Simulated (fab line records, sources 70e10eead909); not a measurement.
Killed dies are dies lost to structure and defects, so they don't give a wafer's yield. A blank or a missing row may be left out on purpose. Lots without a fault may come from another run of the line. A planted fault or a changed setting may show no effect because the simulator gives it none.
Which tool did it? | flow nand_harc | 11 lots, 33 wafers sampled, at 5 steps of a route of 1159

WHAT THE GAUGES READ, wafer by wafer
NHARC_END_SORT_01. Usual: killed_at_array 31, standard deviation 12; killed_at_other 0.6, standard deviation 0.85; killed_at_periphery 3.0, standard deviation 2.3; killed_dies 35, standard deviation 12; killed_open 3.2, standard deviation 1.9; killed_short 1.8, standard deviation 1.4.
lot  | measured     | on        | killed_at_array | killed_at_other | killed_at_periphery | killed_dies | killed_open | killed_short | flag
L325 | day 23 05:47 | prober-02 | 35 42 670       | 1 0 1           | 4 2 4               | 40 44 675   | 4 1 2       | 2 2 2        | OFF
L327 | day 24 05:10 | prober-02 | 15 9 666        | 0 0 1           | 5 2 7               | 20 11 674   | 2 2 5       | 1 1 6        | OFF

WHICH TOOL RAN EACH LOT (tool, then ch and the chambers of the sampled wafers, then the start)
lot  | NHARC_A_STAIRCASE_ETCHBACK_422     | NHARC_A_SGD_CUT_ETCH_15                       | NHARC_A_SGD_CUT_ETCH_16            | NHARC_A_SGD_CUT_STRIP_28
L308 | rie_diel-13 ch 1,2,3, day 13 11:43 | rie_diel-03 ch 0,2,3, day 13 14:28 or earlier | rie_diel-03 ch 0,1,2, day 13 14:28 | rie_diel-03 ch 2,3, no start
L312 | rie_diel-08 ch 1,3, day 14 12:05   | rie_diel-12 ch 0,3, day 14 14:53 or earlier   | rie_diel-12 ch 0,3, day 14 14:53   | rie_diel-03 ch 0,2, no start
L313 | rie_diel-08 ch 1,2,3, day 14 12:46 | rie_diel-03 ch 1,2,3, day 14 15:34 or earlier | rie_diel-03 ch 0,2,3, day 14 15:34 | rie_diel-12 ch 0,1,3, no start
L314 | rie_diel-05 ch 2,3, day 15 17:24   | rie_diel-03 ch 0,1,3, day 15 20:17 or earlier | rie_diel-03 ch 2,3, day 15 20:17   | rie_diel-11 ch 0,1, no start
L315 | rie_diel-13 ch 0,1, day 15 18:49   | rie_diel-03 ch 0,2,3, day 15 21:46 or earlier | rie_diel-03 ch 0,1,3, day 15 21:46 | rie_diel-03 ch 0,1, no start
L317 | rie_diel-08 ch 0,3, day 16 04:49   | rie_diel-03 ch 0,3, day 16 07:37 or earlier   | rie_diel-03 ch 0,1, day 16 07:37   | rie_diel-03 ch 2,3, no start
L322 | rie_diel-05 ch 1,3, day 17 21:45   | rie_diel-11 ch 0,2, day 18 00:35 or earlier   | rie_diel-11 ch 0,1,3, day 18 00:35 | rie_diel-11 ch 0,1, no start
L325 | rie_diel-05 ch 0,1,3, day 17 22:13 | rie_diel-03 ch 1,2, day 18 01:03 or earlier   | rie_diel-03 ch 0,2,3, day 18 01:03 | rie_diel-03 ch 1,3, day 23 05:47 or earlier
L329 | rie_diel-08 ch 0,2,3, day 18 11:40 | rie_diel-11 ch 0,3, day 18 14:49 or earlier   | rie_diel-11 ch 1,2,3, day 18 14:49 | rie_diel-11 ch 0,2,3, no start
L327 | rie_diel-05 ch 1,2,3, day 18 11:41 | rie_diel-03 ch 0,1,2, day 18 14:56 or earlier | rie_diel-03 ch 0,1,3, day 18 14:56 | rie_diel-12 ch 1,2,3, day 24 05:10 or earlier
L330 | rie_diel-05 ch 2,3, day 19 14:24   | rie_diel-12 ch 2,3, day 19 17:14 or earlier   | rie_diel-12 ch 1,2,3, day 19 17:14 | rie_diel-03 ch 0,1,3, day 19 23:01
- NHARC_A_STAIRCASE_ETCHBACK_422: etches the open film in CH3F/O2, target depth 40 nm, time 74.286 s.
- NHARC_A_SGD_CUT_ETCH_15: etches the open film in CH3F/O2, target depth 75 nm, time 64.3 s.
- NHARC_A_SGD_CUT_ETCH_16: etches the open film in C4F8/O2/Ar, target depth 310.5 nm, time 155.2 s.
- NHARC_A_SGD_CUT_STRIP_28: strips in O2, time 20 s.

WHAT THE TOOLS THEMSELVES READ (means of the sampled wafers that have a number; where no wafer has one, the mark that the record gives instead)
NHARC_A_STAIRCASE_ETCHBACK_422. Usual: drypump_motor_current_A 5.91 A, standard deviation 0.28; oes_product_au 0.96 a.u., standard deviation 0.037; rf_vpp_V 245.1 V, standard deviation 1.4; showerhead_plenum_p_Torr 2.51 Torr, standard deviation 0.086; throttle_valve_pct 20.662 %, standard deviation 0.0085.
lot  | tool        | drypump_motor_current_A (A) | oes_product_au (a.u.) | rf_vpp_V (V) | showerhead_plenum_p_Torr (Torr) | throttle_valve_pct (%) | flag
L308 | rie_diel-13 | 6.14                        | 1.00                  | 244.9        | 2.48                            | 20.658                 |
L312 | rie_diel-08 | 5.52                        | 1.00                  | 244.1        | 2.43                            | 20.661                 |
L313 | rie_diel-08 | 5.51                        | 1.00                  | 243.8        | 2.42                            | 20.664                 |
L314 | rie_diel-05 | 6.04                        | 0.99                  | 245.3        | 2.47                            | 20.663                 |
L315 | rie_diel-13 | 5.98                        | 0.92                  | 245.0        | 2.56                            | 20.658                 |
L317 | rie_diel-08 | 5.88                        | 0.98                  | 245.0        | 2.49                            | 20.660                 |
L322 | rie_diel-05 | 6.00                        | 0.92                  | 245.4        | 2.54                            | 20.659                 |
L325 | rie_diel-05 | 6.07                        | 0.98                  | 244.8        | 2.55                            | 20.661                 |
L329 | rie_diel-08 | 5.75                        | 0.92                  | 244.2        | 2.42                            | 20.667                 |
L327 | rie_diel-05 | 5.92                        | 0.92                  | 244.7        | 2.49                            | 20.667                 |
L330 | rie_diel-05 | 5.83                        | 0.99                  | 244.6        | 2.45                            | 20.663                 |

NHARC_A_SGD_CUT_ETCH_15. Usual: drypump_motor_current_A 5.4 A, standard deviation 0.59; oes_product_au 0.964 a.u., standard deviation 0.015; rf_vpp_V 262.9 V, standard deviation 1.7; run_length_s 85.7 s, standard deviation 0.56; showerhead_plenum_p_Torr 2.39 Torr, standard deviation 0.097; throttle_valve_pct 20.662 %, standard deviation 0.0093.
lot  | tool        | drypump_motor_current_A (A) | oes_product_au (a.u.) | rf_vpp_V (V) | run_length_s (s) | showerhead_plenum_p_Torr (Torr) | throttle_valve_pct (%) | flag
L308 | rie_diel-03 | 5.4                         | 0.923                 | 261.8        | 85.6             | 2.37                            | 20.653                 |
L312 | rie_diel-12 | 5.7                         | 0.954                 | 263.8        | 85.5             | 2.41                            | 20.671                 |
L313 | rie_diel-03 | 5.3                         | 0.980                 | 262.2        | 85.3             | 2.35                            | 20.660                 |
L314 | rie_diel-03 | 5.0                         | 0.962                 | 263.6        | 85.4             | 2.43                            | 20.652                 |
L315 | rie_diel-03 | 5.4                         | 0.970                 | 262.4        | 85.2             | 2.37                            | 20.659                 |
L317 | rie_diel-03 | 5.0                         | 0.981                 | 264.1        | 85.4             | 2.45                            | 20.663                 |
L322 | rie_diel-11 | 6.1                         | 0.969                 | 263.3        | 86.2             | 2.40                            | 20.659                 |
L325 | rie_diel-03 | 5.4                         | 0.950                 | 262.5        | 85.0             | 2.34                            | 20.667                 |
L329 | rie_diel-11 | 5.2                         | 0.974                 | 262.4        | 85.8             | 2.36                            | 20.664                 |
L327 | rie_diel-03 | 5.1                         | 0.967                 | 264.0        | 84.9             | 2.42                            | 20.657                 |
L330 | rie_diel-12 | 5.9                         | 0.970                 | 263.9        | 85.6             | 2.43                            | 20.670                 |

NHARC_A_SGD_CUT_ETCH_16. Usual: oes_product_au 0.975 a.u., standard deviation 0.013; rf_vpp_V 720 V, standard deviation 4.1; run_length_s 176.5 s, standard deviation 0.57.
lot  | tool        | oes_product_au (a.u.) | rf_vpp_V (V) | run_length_s (s) | flag
L308 | rie_diel-03 | 0.941                 | 722          | 175.7            |
L312 | rie_diel-12 | 0.974                 | 721          | 176.5            |
L313 | rie_diel-03 | 0.987                 | 719          | 176.1            |
L314 | rie_diel-03 | 0.978                 | 716          | 176.3            |
L315 | rie_diel-03 | 0.977                 | 723          | 176.2            |
L317 | rie_diel-03 | 0.977                 | 725          | 175.8            |
L322 | rie_diel-11 | 0.971                 | 719          | 176.8            |
L325 | rie_diel-03 | 0.962                 | 720          | 182.2            | OFF
L329 | rie_diel-11 | 0.971                 | 717          | 176.8            |
L327 | rie_diel-03 | 0.984                 | 722          | 182.1            | OFF
L330 | rie_diel-12 | 0.979                 | 723          | 176.5            |

NHARC_A_SGD_CUT_STRIP_28. Usual: drypump_motor_current_A 5.4 A, standard deviation 0.59; oes_product_au 0.998 a.u., standard deviation 0.0063; rf_vpp_V 57.7 V, standard deviation 0.83; showerhead_plenum_p_Torr 3.44 Torr, standard deviation 0.14; throttle_valve_pct 17.036 %, standard deviation 0.009.
lot  | tool        | drypump_motor_current_A (A) | oes_product_au (a.u.) | rf_vpp_V (V) | showerhead_plenum_p_Torr (Torr) | throttle_valve_pct (%) | flag
L308 | rie_diel-03 | 5.6                         | 0.999                 | 57.4         | 3.30                            | 17.031                 |
L312 | rie_diel-03 | 5.5                         | 0.994                 | 57.3         | 3.40                            | 17.031                 |
L313 | rie_diel-12 | 5.7                         | 1.003                 | 58.3         | 3.51                            | 17.043                 |
L314 | rie_diel-11 | 5.2                         | 0.992                 | 57.7         | 3.43                            | 17.033                 |
L315 | rie_diel-03 | 4.7                         | 0.998                 | 58.3         | 3.57                            | 17.043                 |
L317 | rie_diel-03 | 5.6                         | 1.003                 | 56.9         | 3.29                            | 17.035                 |
L322 | rie_diel-11 | 5.2                         | 0.994                 | 57.5         | 3.43                            | 17.030                 |
L325 | rie_diel-03 | 5.0                         | 1.009                 | 57.3         | 3.45                            | 17.042                 |
L329 | rie_diel-11 | 5.7                         | 0.995                 | 57.5         | 3.38                            | 17.028                 |
L327 | rie_diel-12 | 5.8                         | 0.997                 | 58.8         | 3.52                            | 17.038                 |
L330 | rie_diel-03 | 5.1                         | 0.999                 | 57.5         | 3.48                            | 17.035                 |

THE ANSWER, worked out from the rows above alone
Rule: a lot is off if the mean of its wafers that have a number lies more than 3 standard deviations from the usual mean. A lot without any number at a reading at which 4 lots or more have one is off too. The other lots that the step has rows for count as sound. The gauges are gone through in route order, then the tools' own readings, and for those a lot's mean is taken as printed above. The first step at which some lot is off is used, and at that step the reading that is off furthest; a lot without a number counts as furthest.
Off: L325, L327, at NHARC_END_SORT_01 (killed_at_array). Neither off nor sound, because the step has no rows for them: L308, L312, L313, L314, L315, L317, L322, L329, L330.
A tool fits if, at a process step before that reading, it ran every lot that is off, and no sound lot after the first of them. The gauges at NHARC_END_SORT_01 aren't tried: what is off there is off at NHARC_A_SGD_CUT_ETCH_16 too, on other tools, and a gauge's error can't cause that. NHARC_A_SGD_CUT_ETCH_15 gives no start for some lots, so the hours and the order of its lots are those of NHARC_A_SGD_CUT_ETCH_16. NHARC_A_SGD_CUT_STRIP_28 gives no start for some lots, so the hours and the order of its lots are those of NHARC_END_SORT_01. Can't be told from this: 2 tools fit, rie_diel-05 at NHARC_A_STAIRCASE_ETCHBACK_422, rie_diel-03 at NHARC_A_SGD_CUT_ETCH_15 and NHARC_A_SGD_CUT_ETCH_16.

WHAT THE SIMULATOR HAD PUT IN
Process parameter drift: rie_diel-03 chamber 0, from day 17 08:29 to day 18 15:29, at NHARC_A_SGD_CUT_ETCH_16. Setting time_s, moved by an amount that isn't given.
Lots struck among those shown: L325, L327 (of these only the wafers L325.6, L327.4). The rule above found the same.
